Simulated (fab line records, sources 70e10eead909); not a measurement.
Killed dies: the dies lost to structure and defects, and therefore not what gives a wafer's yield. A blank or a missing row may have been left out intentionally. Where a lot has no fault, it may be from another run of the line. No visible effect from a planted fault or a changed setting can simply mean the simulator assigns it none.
fab line records	flow nand-harc	part 1 of 2: steps 1 to 35 of 48
record: lots: 5	wafers: 15	last-day: 33
route steps=1302 shown P_GATE@178 P_CONTACT@217
lots with no fault: from the same line, run without faults
start-h: hours from the record's first day to the start of the lot's first wafer shown	wait-h: hours since the lot's step before	" as in the row above	L1.1+2: one row covering several wafers at once	- no value present, or no start provided	* or withheld: withheld	< > ~ a bound
route shown NAME@n: NAME is a module with steps in the file, n the number in the route of the first one	usual: the fault-free wafers' mean and standard deviation	same: alike in all rows	chamber/n: place in a boat	sites: each site's reading	_std_site: how widely they spread, as a standard deviation	_edge_site: outer sites' mean less inner sites'	radius-mm: how far each site lies from the wafer's centre	mask NAME#n: copy n	behind: tool/chamber where the wafer was last shaped	hold: why the lot went on hold/how many hours it stayed there/how the hold came to an end	device: whichever transistor did not switch (one of n, p or np)	end of line: the tests these same wafers got at the end of their route	for a step that has no rows: nothing shown but its recipe	killed: count of dies lost to structure and defects at first sort (not the wafer's yield)	map: shows each die of a wafer: x if killed, . if not, _ if none is there
set.NAME: the setting that was run; set.NAME@STEP: the one run at that earlier step	model.NAME: the simulator's own value behind a step, which no gauge read
certain route steps with their lots: each step a table, each wafer a row
services: from which hour (start-h, from the record's first day; less than 0 if before it) a tool's chamber was out of use, for how many hours, and why
== steps ==
step: NHARC_P_GATE_HMDS_52
recipe: time-s: 30
lot.wafer	tool	chamber	start-h	wait-h
L080.2+4+5	litho-track-05	0	-	-
L092.1+2+4	litho-track-03	0	-	-
L093.4+5+6	litho-track-02	0	-	-
L096.1+3+6	litho-track-05	0	-	-
L095.1+3+6	litho-track-03	0	-	-
step: NHARC_P_GATE_COAT_53
recipe: spin-rpm: 3000
lot.wafer	tool	chamber	start-h	wait-h
L080.2+4+5	litho-track-05	0	-	-
L092.1+2+4	litho-track-03	0	-	-
L093.4+5+6	litho-track-02	0	-	-
L096.1+3+6	litho-track-05	0	-	-
L095.1+3+6	litho-track-03	0	-	-
step: NHARC_P_GATE_SOFTBAKE_54
recipe: temp-c: 122	time-s: 95
lot.wafer	tool	chamber	start-h	wait-h
L080.2+4+5	litho-track-05	0	-	-
L092.1+2+4	litho-track-03	0	-	-
L093.4+5+6	litho-track-02	0	-	-
L096.1+3+6	litho-track-05	0	-	-
L095.1+3+6	litho-track-03	0	-	-
step: NHARC_P_GATE_EBR_55
lot.wafer	tool	chamber	start-h	wait-h
L080.2+4+5	litho-track-05	0	-	-
L092.1+2+4	litho-track-03	0	-	-
L093.4+5+6	litho-track-02	0	-	-
L096.1+3+6	litho-track-05	0	-	-
L095.1+3+6	litho-track-03	0	-	-
step: NHARC_P_GATE_EXPOSE_56
recipe: na: 0.6	target-cd-nm: 720	dose-mj: 14.81	mask-id: P_PSD
lot.wafer	tool	chamber	start-h	wait-h	mask
L080.2+4+5	krf-scanner-01	0	173.12	-	P_PSD#0
L092.1+2+4	krf-scanner-03	0	296.35	-	P_PSD#0
L093.4+5+6	krf-scanner-01	0	308.20	-	P_PSD#0
L096.1+3+6	krf-scanner-01	0	327.20	-	P_PSD#0
L095.1+3+6	krf-scanner-01	0	327.84	-	P_PSD#0
step: NHARC_P_GATE_PEB_57
recipe: peb-temp-c: 118	peb-time-s: 85
same: peb-time-s: 85
lot.wafer	tool	chamber	start-h	wait-h
L080.2+4+5	litho-track-02	0	173.18	0.1
L092.1+2+4	litho-track-03	0	296.41	0.1
L093.4+5+6	litho-track-02	0	308.25	0.0
L096.1+3+6	litho-track-03	0	327.27	0.1
L095.1+3+6	litho-track-05	0	327.91	0.1
step: NHARC_P_GATE_DEVELOP_58
recipe: time-s: 70
lot.wafer	tool	chamber	start-h	wait-h
L080.2+4+5	litho-track-02	0	-	-
L092.1+2+4	litho-track-03	0	-	-
L093.4+5+6	litho-track-02	0	-	-
L096.1+3+6	litho-track-03	0	-	-
L095.1+3+6	litho-track-05	0	-	-
step: NHARC_P_GATE_CD_MEAS_59
recipe: target-cd-nm: 720	landing-energy-ev: 500
usual: cd-nm: 720.2/1.5
lot.wafer	tool	chamber	start-h	wait-h	cd-nm
L080.2	cd-sem-03	0	173.27	-	721.3
L080.4	"	0	"	"	721.4
L080.5	"	0	"	"	718.3
L092.1	cd-sem-03	0	296.50	-	720.5
L092.2	"	0	"	"	721.0
L092.4	"	0	"	"	721.7
L093.4	cd-sem-02	0	308.35	-	717.4
L093.5	"	0	"	"	719.0
L093.6	"	0	"	"	718.8
L096.1	cd-sem-02	0	327.36	-	719.8
L096.3	"	0	"	"	721.1
L096.6	"	0	"	"	718.1
L095.1	cd-sem-03	0	328.00	-	720.1
L095.3	"	0	"	"	717.3
L095.6	"	0	"	"	718.8
step: NHARC_P_GATE_HARDBAKE_60
recipe: temp-c: 125	time-s: 80
lot.wafer	tool	chamber	start-h	wait-h
L080.2+4+5	litho-track-05	0	173.35	-
L092.1+2+4	litho-track-03	0	296.58	-
L093.4+5+6	litho-track-03	0	308.43	-
L096.1+3+6	litho-track-02	0	327.44	-
L095.1+3+6	litho-track-05	0	328.07	-
step: NHARC_P_GATE_DESCUM_61
recipe: time-s: 3	o2-flow-sccm: 200	ar-flow-sccm: 0	bias-power-w: 0	chemistry: O2
usual: drypump-motor-current-A: 5.6/0.44	oes-product-au: 0.998/0.0077	rf-vpp-V: 57.6/0.94	showerhead-plenum-p-Torr: 1.89/0.07	throttle-valve-pct: 11.311/0.0086
lot.wafer	tool	chamber	start-h	wait-h	drypump-motor-current-A	oes-product-au	rf-hours-counter-h	rf-vpp-V	showerhead-plenum-p-Torr	throttle-valve-pct
L080.4	rie-diel-09	1	173.45	-	6.2	1.000	1.2	58.0	1.95	11.318
L080.2	"	2	"	"	5.1	0.981	1.6	57.7	1.92	11.314
L080.5	"	3	"	"	5.8	1.008	-	57.4	1.91	11.312
L092.4	rie-diel-09	3	296.67	-	5.8	0.997	8.4	56.5	1.90	11.310
L092.1	"	0	"	"	5.0	1.007	7.3	58.0	1.96	11.305
L092.2	"	1	"	"	6.2	0.985	8.7	58.5	1.94	11.313
L093.6	rie-diel-13	0	308.55	-	5.8	0.992	-	56.4	1.85	11.314
L093.5	"	1	"	"	4.8	0.988	-	57.0	1.83	11.302
L093.4	"	3	"	"	6.2	0.995	-	57.7	1.93	11.314
L096.1	rie-diel-02	0	327.52	-	5.6	1.001	5.1	57.0	1.98	11.314
L096.3	"	1	"	"	5.9	0.994	4.9	57.1	1.79	11.312
L096.6	"	1	"	"	5.9	0.989	-	57.6	1.79	11.329
L095.3	rie-diel-02	1	328.16	-	5.9	0.991	4.9	56.6	1.79	11.302
L095.1	"	3	"	"	5.8	1.001	4.4	56.8	1.96	11.309
L095.6	"	2	"	"	5.2	0.991	-	56.1	1.80	11.318
step: NHARC_P_GATE_IMPLANT_62
recipe: energy-kev: 20	dose-cm2: 3e+15	tilt-deg: 7
usual: faraday-current-uA: 12013/610
lot.wafer	tool	chamber	start-h	wait-h	faraday-current-uA
L080.2	implanter-01	0	173.61	0.1	10846
L080.4	"	0	"	"	11043
L080.5	"	0	"	"	11099
L092.1	implanter-02	0	296.81	0.1	12317
L092.2	"	0	"	"	12471
L092.4	"	0	"	"	12273
L093.4	implanter-02	0	308.76	0.2	12337
L093.5	"	0	"	"	12217
L093.6	"	0	"	"	12008
L096.1	implanter-02	0	327.66	0.1	12783
L096.3	"	0	"	"	12390
L096.6	"	0	"	"	12364
L095.1	implanter-01	0	328.30	0.1	10908
L095.3	"	0	"	"	11313
L095.6	"	0	"	"	10942
step: NHARC_P_GATE_STRIP_112
recipe: power-w: 1500	temp-c: 110	time-s: 200	chemistry: N2/H2
usual: drypump-motor-current-A: 5.58/0.13	heater-power-w: 94/7.8
lot.wafer	tool	chamber	start-h	wait-h	drypump-motor-current-A	heater-power-w	rf-hours-counter-h
L080.2	plasma-asher-02	0	174.08	0.4	5.81	99	20
L080.4	"	1	"	"	5.65	103	-
L080.5	"	1	"	"	5.65	104	-
L092.1	plasma-asher-02	0	297.03	0.2	5.81	99	7
L092.2	"	1	"	"	5.64	107	7
L092.4	"	1	"	"	5.65	107	-
L093.4	plasma-asher-02	0	309.02	0.2	5.78	99	-
L093.6	"	1	"	"	5.63	109	-
L093.5	"	0	"	"	5.78	99	-
L096.1	plasma-asher-02	1	327.93	0.2	5.64	108	13
L096.3	"	0	"	"	5.78	99	-
L096.6	"	0	"	"	5.77	100	-
L095.1	plasma-asher-02	0	328.57	0.2	5.77	96	14
L095.3	"	0	"	"	5.75	97	-
L095.6	"	0	"	"	5.76	100	-
step: NHARC_P_GATE_STRIP_76
recipe: power-w: 1500	temp-c: 250	chemistry: O2
usual: drypump-motor-current-A: 5.58/0.13	heater-power-w: 352/30
lot.wafer	tool	chamber	start-h	wait-h	drypump-motor-current-A	heater-power-w	rf-hours-counter-h
L080.2	plasma-asher-02	0	174.34	0.2	5.81	365	20
L080.4	"	1	"	"	5.65	390	-
L080.5	"	1	"	"	5.65	387	-
L092.1	plasma-asher-02	0	297.29	0.2	5.77	377	7
L092.2	"	1	"	"	5.65	408	7
L092.4	"	1	"	"	5.65	399	-
L093.4	plasma-asher-02	0	309.18	0.1	5.78	373	-
L093.6	"	1	"	"	5.61	399	-
L093.5	"	0	"	"	5.78	369	-
L096.1	plasma-asher-02	1	328.16	0.2	5.62	400	14
L096.3	"	0	"	"	5.81	364	-
L096.6	"	0	"	"	5.79	371	-
L095.1	plasma-asher-02	0	328.81	0.2	5.79	367	14
L095.3	"	0	"	"	5.76	380	-
L095.6	"	0	"	"	5.82	377	-
step: NHARC_P_GATE_STRIP_63
recipe: time-s: 900	temp-c: 130	chemistry: SPM
lot.wafer	tool	chamber	start-h	wait-h
L080.4+5+2	wet-bench-04	1,4,6	174.48	0.1
L092.4+1+2	wet-bench-04	4,5,0	297.44	0.1
L093.5+4+6	wet-bench-04	7,0,2	309.30	0.1
L096.3+1+6	wet-bench-04	7,0,1	328.29	0.1
L095.6+1+3	wet-bench-09	5,6,7	328.94	0.1
step: NHARC_P_GATE_DEHYDRATE_83
recipe: temp-c: 150	time-s: 120
lot.wafer	tool	chamber	start-h	wait-h
L080.2+4+5	litho-track-02	0	174.83	-
L092.1+2+4	litho-track-05	0	297.79	-
L093.4+5+6	litho-track-03	0	309.64	-
L096.1+3+6	litho-track-02	0	328.64	-
L095.1+3+6	litho-track-02	0	329.29	-
step: NHARC_P_GATE_HMDS_84
recipe: time-s: 30
lot.wafer	tool	chamber	start-h	wait-h
L080.2+4+5	litho-track-02	0	-	-
L092.1+2+4	litho-track-05	0	-	-
L093.4+5+6	litho-track-03	0	-	-
L096.1+3+6	litho-track-02	0	-	-
L095.1+3+6	litho-track-02	0	-	-
step: NHARC_P_GATE_COAT_85
recipe: spin-rpm: 3000
lot.wafer	tool	chamber	start-h	wait-h
L080.2+4+5	litho-track-02	0	-	-
L092.1+2+4	litho-track-05	0	-	-
L093.4+5+6	litho-track-03	0	-	-
L096.1+3+6	litho-track-02	0	-	-
L095.1+3+6	litho-track-02	0	-	-
step: NHARC_P_GATE_SOFTBAKE_86
recipe: temp-c: 122	time-s: 95
lot.wafer	tool	chamber	start-h	wait-h
L080.2+4+5	litho-track-02	0	-	-
L092.1+2+4	litho-track-05	0	-	-
L093.4+5+6	litho-track-03	0	-	-
L096.1+3+6	litho-track-02	0	-	-
L095.1+3+6	litho-track-02	0	-	-
step: NHARC_P_GATE_EBR_87
lot.wafer	tool	chamber	start-h	wait-h
L080.2+4+5	litho-track-02	0	-	-
L092.1+2+4	litho-track-05	0	-	-
L093.4+5+6	litho-track-03	0	-	-
L096.1+3+6	litho-track-02	0	-	-
L095.1+3+6	litho-track-02	0	-	-
step: NHARC_P_GATE_EXPOSE_88
recipe: na: 0.6	target-cd-nm: 2000	dose-mj: 11.87	mask-id: P_HVN
lot.wafer	tool	chamber	start-h	wait-h	mask
L080.2+4+5	krf-scanner-01	0	174.98	-	P_HVN#0
L092.1+2+4	krf-scanner-04	0	297.93	-	P_HVN#0
L093.4+5+6	krf-scanner-01	0	309.93	-	P_HVN#0
L096.1+3+6	krf-scanner-04	0	328.79	-	P_HVN#0
L095.1+3+6	krf-scanner-03	0	329.56	-	P_HVN#0
step: NHARC_P_GATE_PEB_89
recipe: peb-temp-c: 118	peb-time-s: 85
same: peb-time-s: 85
lot.wafer	tool	chamber	start-h	wait-h
L080.2+4+5	litho-track-02	0	175.04	0.1
L092.1+2+4	litho-track-03	0	298.00	0.1
L093.4+5+6	litho-track-05	0	309.98	0.0
L096.1+3+6	litho-track-03	0	328.85	0.1
L095.1+3+6	litho-track-05	0	329.62	0.1
step: NHARC_P_GATE_DEVELOP_90
recipe: time-s: 70
lot.wafer	tool	chamber	start-h	wait-h
L080.2+4+5	litho-track-02	0	-	-
L092.1+2+4	litho-track-03	0	-	-
L093.4+5+6	litho-track-05	0	-	-
L096.1+3+6	litho-track-03	0	-	-
L095.1+3+6	litho-track-05	0	-	-
step: NHARC_P_GATE_CD_MEAS_91
recipe: target-cd-nm: 2000	landing-energy-ev: 500
usual: cd-nm: 2000.0/1.3
lot.wafer	tool	chamber	start-h	wait-h	cd-nm
L080.2	cd-sem-02	0	175.13	-	1998.6
L080.4	"	0	"	"	2000.3
L080.5	"	0	"	"	1999.9
L092.1	cd-sem-01	0	298.09	-	2001.3
L092.2	"	0	"	"	1999.9
L092.4	"	0	"	"	2001.8
L093.4	cd-sem-03	0	310.07	-	1999.3
L093.5	"	0	"	"	1997.8
L093.6	"	0	"	"	1997.8
L096.1	cd-sem-02	0	328.94	-	2001.0
L096.3	"	0	"	"	2000.0
L096.6	"	0	"	"	2000.5
L095.1	cd-sem-03	0	329.71	-	1998.6
L095.3	"	0	"	"	1999.5
L095.6	"	0	"	"	1999.7
step: NHARC_P_GATE_HARDBAKE_92
recipe: temp-c: 125	time-s: 80
lot.wafer	tool	chamber	start-h	wait-h
L080.2+4+5	litho-track-05	0	175.21	-
L092.1+2+4	litho-track-02	0	298.17	-
L093.4+5+6	litho-track-02	0	310.15	-
L096.1+3+6	litho-track-05	0	329.02	-
L095.1+3+6	litho-track-02	0	329.80	-
step: NHARC_P_GATE_DESCUM_93
recipe: time-s: 3	o2-flow-sccm: 200	ar-flow-sccm: 0	bias-power-w: 0	chemistry: O2
usual: drypump-motor-current-A: 5.6/0.49	oes-product-au: 1.000/0.0084	rf-vpp-V: 57.7/0.85	showerhead-plenum-p-Torr: 1.90/0.061	throttle-valve-pct: 11.312/0.0097
lot.wafer	tool	chamber	start-h	wait-h	drypump-motor-current-A	oes-product-au	rf-hours-counter-h	rf-vpp-V	showerhead-plenum-p-Torr	throttle-valve-pct
L080.2	rie-diel-09	1	175.29	-	6.2	0.993	1.2	56.2	1.95	11.316
L080.4	"	2	"	"	5.2	0.993	1.6	57.6	1.92	11.308
L080.5	"	1	"	"	6.2	0.990	-	58.6	1.95	11.319
L092.1	rie-diel-13	3	298.25	-	6.2	0.988	7.0	58.0	1.93	11.296
L092.2	"	1	"	"	4.8	0.985	5.8	58.1	1.83	11.304
L092.4	"	1	"	"	4.9	0.988	-	58.4	1.83	11.307
L093.4	rie-diel-02	3	310.23	-	5.8	0.996	3.3	58.4	1.96	11.323
L093.6	"	3	"	"	5.8	0.992	-	58.3	1.96	11.308
L093.5	"	0	"	"	5.6	1.008	-	59.9	1.98	11.310
L096.3	rie-diel-13	2	329.11	-	6.1	1.014	8.7	58.0	1.83	11.304
L096.1	"	3	"	"	6.2	0.996	9.0	58.3	1.93	11.312
L096.6	"	2	"	"	6.2	1.000	-	57.7	1.83	11.321
L095.3	rie-diel-09	3	329.89	-	5.8	0.988	0	58.0	1.90	11.307
L095.1	"	0	"	"	5.0	0.998	0	57.1	1.96	11.313
L095.6	"	3	"	"	5.9	0.990	-	58.4	1.90	11.303
step: NHARC_P_GATE_IMPLANT_94
recipe: energy-kev: 60	dose-cm2: 2e+15	tilt-deg: 7
usual: faraday-current-uA: 11823/620
lot.wafer	tool	chamber	start-h	wait-h	faraday-current-uA
L080.2	implanter-02	0	175.47	0.2	12085
L080.4	"	0	"	"	12208
L080.5	"	0	"	"	11820
L092.1	implanter-01	0	298.47	0.2	10913
L092.2	"	0	"	"	11001
L092.4	"	0	"	"	11055
L093.4	implanter-02	0	310.47	0.2	12024
L093.5	"	0	"	"	12449
L093.6	"	0	"	"	12333
L096.1	implanter-02	0	329.25	0.1	12444
L096.3	"	0	"	"	12082
L096.6	"	0	"	"	12177
L095.1	implanter-02	0	330.02	0.1	12444
L095.3	"	0	"	"	12336
L095.6	"	0	"	"	12679
step: NHARC_P_GATE_STRIP_113
recipe: power-w: 1500	temp-c: 110	time-s: 740	chemistry: N2/H2
usual: drypump-motor-current-A: 5.62/0.13	heater-power-w: 96/7.7
lot.wafer	tool	chamber	start-h	wait-h	drypump-motor-current-A	heater-power-w	rf-hours-counter-h
L080.2	plasma-asher-01	0	175.78	0.3	5.42	85	0
L080.4	"	0	"	"	5.43	87	-
L080.5	"	1	"	"	5.56	88	-
L092.1	plasma-asher-02	1	298.69	0.2	5.66	109	7
L092.2	"	0	"	"	5.76	101	7
L092.4	"	0	"	"	5.80	101	-
L093.4	plasma-asher-02	1	310.84	0.3	5.68	106	-
L093.5	"	1	"	"	5.64	107	-
L093.6	"	0	"	"	5.79	99	-
L096.1	plasma-asher-02	1	329.59	0.3	5.66	107	14
L096.3	"	1	"	"	5.66	108	-
L096.6	"	0	"	"	5.79	97	-
L095.1	plasma-asher-01	0	330.36	0.3	5.42	85	33
L095.3	"	1	"	"	5.56	91	-
L095.6	"	0	"	"	5.44	86	-
step: NHARC_P_GATE_STRIP_95
recipe: power-w: 1500	temp-c: 250	chemistry: O2
usual: drypump-motor-current-A: 5.62/0.13	heater-power-w: 360/29
lot.wafer	tool	chamber	start-h	wait-h	drypump-motor-current-A	heater-power-w	rf-hours-counter-h
L080.2	plasma-asher-01	0	176.38	0.5	5.43	319	1
L080.4	"	0	"	"	5.43	325	-
L080.5	"	1	"	"	5.56	338	-
L092.1	plasma-asher-02	1	299.40	0.6	5.60	394	8
L092.2	"	0	"	"	5.77	372	8
L092.4	"	0	"	"	5.78	376	-
L093.4	plasma-asher-02	1	311.33	0.4	5.66	403	-
L093.5	"	1	"	"	5.65	405	-
L093.6	"	0	"	"	5.79	371	-
L096.1	plasma-asher-02	1	330.20	0.5	5.62	403	15
L096.3	"	1	"	"	5.64	403	-
L096.6	"	0	"	"	5.78	362	-
L095.1	plasma-asher-01	0	330.97	0.5	5.45	321	34
L095.3	"	1	"	"	5.55	330	-
L095.6	"	0	"	"	5.42	323	-
step: NHARC_P_GATE_STRIP_96
recipe: time-s: 900	temp-c: 130	chemistry: SPM
lot.wafer	tool	chamber	start-h	wait-h
L080.2+4+5	wet-bench-04	2,5,6	176.59	0.2
L092.1+4+2	wet-bench-06	3,6,0	299.62	0.2
L093.5+6+4	wet-bench-04	1,2,3	311.52	0.2
L096.1+6+3	wet-bench-06	4,5,1	330.40	0.2
L095.1+3+6	wet-bench-06	3,4,5	331.19	0.2
step: NHARC_P_GATE_RTA_64
recipe: temp-c: 1050	time-s: 1
usual: anneal-temp-c-max: 1057.8/1.8	lamp-power-pct: 33.4/0.46	wafer_temp_C_max: 1055.4/2.1
lot.wafer	tool	chamber	start-h	wait-h	anneal-temp-c-max	lamp-power-pct	wafer_temp_C_max
L080.2	rtp-anneal-01	0	176.96	-	1056.9	34.0	1059.7
L080.4	"	0	"	"	1056.3	34.0	1055.6
L080.5	"	0	"	"	1059.1	34.0	1056.4
L092.1	rtp-anneal-02	0	299.97	-	1058.7	33.0	1052.8
L092.2	"	0	"	"	1058.0	33.0	1054.0
L092.4	"	0	"	"	1057.3	33.0	1053.0
L093.4	rtp-anneal-02	0	311.96	-	1059.1	33.1	1054.0
L093.5	"	0	"	"	1058.3	33.0	1054.1
L093.6	"	0	"	"	1059.0	33.0	1053.8
L096.1	rtp-anneal-02	0	330.76	-	1058.4	33.0	1052.9
L096.3	"	0	"	"	1056.6	33.1	1053.4
L096.6	"	0	"	"	1058.4	33.1	1054.5
L095.1	rtp-anneal-01	0	331.52	-	1058.6	34.0	1057.3
L095.3	"	0	"	"	1055.6	34.0	1057.6
L095.6	"	0	"	"	1056.2	34.0	1058.2
step: NHARC_P_GATE_ETCH_77
recipe: target-depth-a: 60	chemistry: dHF	material: SiO2
lot.wafer	tool	chamber	start-h	wait-h
L080.5+4+2	wet-bench-06	2,3,6	177.13	0.1
L092.2+4+1	wet-bench-09	0,2,5	300.17	0.1
L093.4+5+6	wet-bench-04	4,5,6	312.08	0.1
L096.6+3+1	wet-bench-04	4,5,0	330.97	0.0
L095.6+3+1	wet-bench-09	4,5,7	331.73	0.0
step: NHARC_P_GATE_DEGAS_109
recipe: temp-c: 300	time-s: 60
usual: heater-power-w: 475/53
lot.wafer	tool	chamber	start-h	wait-h	heater-power-w
L080.4	pvd-sputter-01	-	177.24	0.1	471
L080.2	"	-	"	"	570
L080.5	"	-	"	"	465
L092.1	pvd-sputter-02	-	300.27	0.1	470
L092.4	"	-	"	"	543
L092.2	"	-	"	"	511
L093.4	pvd-sputter-02	-	312.19	0.1	412
L093.6	"	-	"	"	551
L093.5	"	-	"	"	506
L096.1	pvd-sputter-03	-	331.08	0.1	472
L096.3	"	-	"	"	460
L096.6	"	-	"	"	483
L095.1	pvd-sputter-02	-	331.82	0.1	508
L095.3	"	-	"	"	484
L095.6	"	-	"	"	420
step: NHARC_P_GATE_PRE_CLEAN_110
recipe: time-s: 30	bias-v: 200	gas: Ar
lot.wafer	tool	chamber	start-h	wait-h
L080.4+2+5	pvd-sputter-01	-	-	-
L092.2+1+4	pvd-sputter-02	-	-	-
L093.4+6+5	pvd-sputter-02	-	-	-
L096.1+3+6	pvd-sputter-03	-	-	-
L095.1+3+6	pvd-sputter-02	-	-	-
step: NHARC_P_GATE_SPUTTER_78
recipe: target-thk-a: 100	material: Ni
lot.wafer	tool	chamber	start-h	wait-h
L080.4+2+5	pvd-sputter-01	-	-	-
L092.4+1+2	pvd-sputter-02	-	-	-
L093.4+5+6	pvd-sputter-02	-	-	-
L096.1+3+6	pvd-sputter-03	-	-	-
L095.1+3+6	pvd-sputter-02	-	-	-
step: NHARC_P_GATE_SPUTTER_79
recipe: target-thk-a: 100	material: TiN
lot.wafer	tool	chamber	start-h	wait-h
L080.4+2+5	pvd-sputter-01	-	-	-
L092.4+2+1	pvd-sputter-02	-	-	-
L093.4+6+5	pvd-sputter-02	-	-	-
L096.3+1+6	pvd-sputter-03	-	-	-
L095.3+1+6	pvd-sputter-02	-	-	-
